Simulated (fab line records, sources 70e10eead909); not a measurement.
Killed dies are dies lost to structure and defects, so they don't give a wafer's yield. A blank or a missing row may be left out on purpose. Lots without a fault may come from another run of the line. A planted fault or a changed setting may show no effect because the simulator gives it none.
Chamber matching | flow nand_harc | NHARC_P_ZERO_WELL_DESCUM_39 on rie_diel-01: 4 sister chambers
The step chemistry O2, time 3 s. 8 wafers are shown with their chamber, then 9 later ones without.

WAFERS WITH THEIR CHAMBER
wafer  | chamber | oes_product_au (a.u.) | throttle_valve_pct (%)
L083.1 | 1       | 1.002                 | 11.314
L084.1 | 3       | 0.991                 | 11.317
L084.3 | 1       | 1.008                 | 11.305
L086.3 | 3       | 0.989                 | 11.311
L086.6 | 2       | 0.994                 | 11.314
L090.2 | 0       | 0.992                 | 11.310
L090.3 | 2       | 0.995                 | 11.315
L090.4 | 0       | 1.001                 | 11.301

WAFERS WITHOUT THEIR CHAMBER
wafer  | oes_product_au (a.u.) | throttle_valve_pct (%)
L092.1 | 0.999                 | 11.303
L092.3 | 0.994                 | 11.320
L092.5 | 0.995                 | 11.318
L093.3 | 0.979                 | 11.294
L093.5 | 0.996                 | 11.318
L093.6 | 1.001                 | 11.297
L096.1 | 0.988                 | 11.298
L096.3 | 1.028                 | 11.305
L096.4 | 1.013                 | 11.313

WHICH CHAMBER EACH WENT THROUGH
wafer  | from the rows above          | in truth
L092.1 | can't be placed: 0 or 1 or 2 | 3
L092.3 | can't be placed: 2 or 3 or 0 | 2
L092.5 | can't be placed: 2 or 3 or 0 | 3
L093.3 | can't be placed: 3 or 0 or 2 | 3
L093.5 | can't be placed: 2 or 3 or 0 | 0
L093.6 | can't be placed: 0 or 1 or 2 | 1
L096.1 | can't be placed: 0 or 3 or 2 | 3
L096.3 | 1                            | 1
L096.4 | 1                            | 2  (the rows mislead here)
Placed correctly: 1 of 9. Can't be placed from these rows: 7 (the true chamber is among the candidates in 6). Placed wrongly: 1.
How it was worked out, from the rows above alone: a wafer's distance from a chamber is the root of the sum, over the readings, of the square of ((its reading less the chamber's mean) divided by the reading's scatter). The wafer belongs to the nearest chamber; if the next one is less than 2 further off, it can't be placed. A chamber's mean is the mean of its shown wafers. The scatter: the root of (the sum of the squares of (reading less its chamber's mean) over the shown wafers, divided by (wafers less chambers)).
